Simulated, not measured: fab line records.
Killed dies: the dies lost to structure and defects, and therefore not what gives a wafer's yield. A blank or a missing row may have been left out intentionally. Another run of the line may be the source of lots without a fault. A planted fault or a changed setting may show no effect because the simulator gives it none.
Chamber matching -- flow nand_harc -- 4 sister chambers for NHARC_A_CONTACT_CMP_20 on cmp-03
The step polishes, t overpolish 30 s, target thk 300 nm. 7 wafers are shown with their chamber, then 8 later ones without.

== WAFERS PAIRED WITH THEIR CHAMBERS ==
wafer,chamber,motor_current_A (A),overpolish_run_s (s)
L075.1,0,11.9,29.999
L075.5,1,14.6,30.009
L084.1,0,11.7,30.005
L083.4,2,13.4,30.002
L083.5,2,13.8,30.004
L083.6,3,9.4,30.014
L086.1,3,10.3,29.991

== WAFERS WHOSE CHAMBER IS MISSING ==
wafer,motor_current_A (A),overpolish_run_s (s)
L086.3,13.6,30.002
L086.6,13.2,30.012
L093.1,11.9,29.986
L093.3,10.2,29.990
L093.4,15.8,30.015
L095.3,10.4,30.002
L095.4,12.2,29.998
L095.6,12.0,29.992

== WHICH CHAMBER EACH ONE RAN IN ==
wafer,from the rows above,in truth
L086.3,2,2
L086.6,2,2
L093.1,0,0
L093.3,3,3
L093.4,1,1
L095.3,3,3
L095.4,0,0
L095.6,0,0
8 of 8 placed correctly. From these rows, 0 cannot be placed. Wrongly placed: 0.
How it was worked out, from the rows above alone: a wafer's distance from a chamber is the root of the sum, over the readings, of the square of ((its reading less the chamber's mean) divided by the reading's scatter). If the next closest chamber is less than 2 further off than the closest, the wafer can't be placed; otherwise it belongs to the closest. The mean given for a chamber averages the wafers shown for that chamber. How the scatter is found: for the shown wafers, subtract from each reading the mean of its chamber, square and add these, divide the total by (wafers less chambers), then take the root.
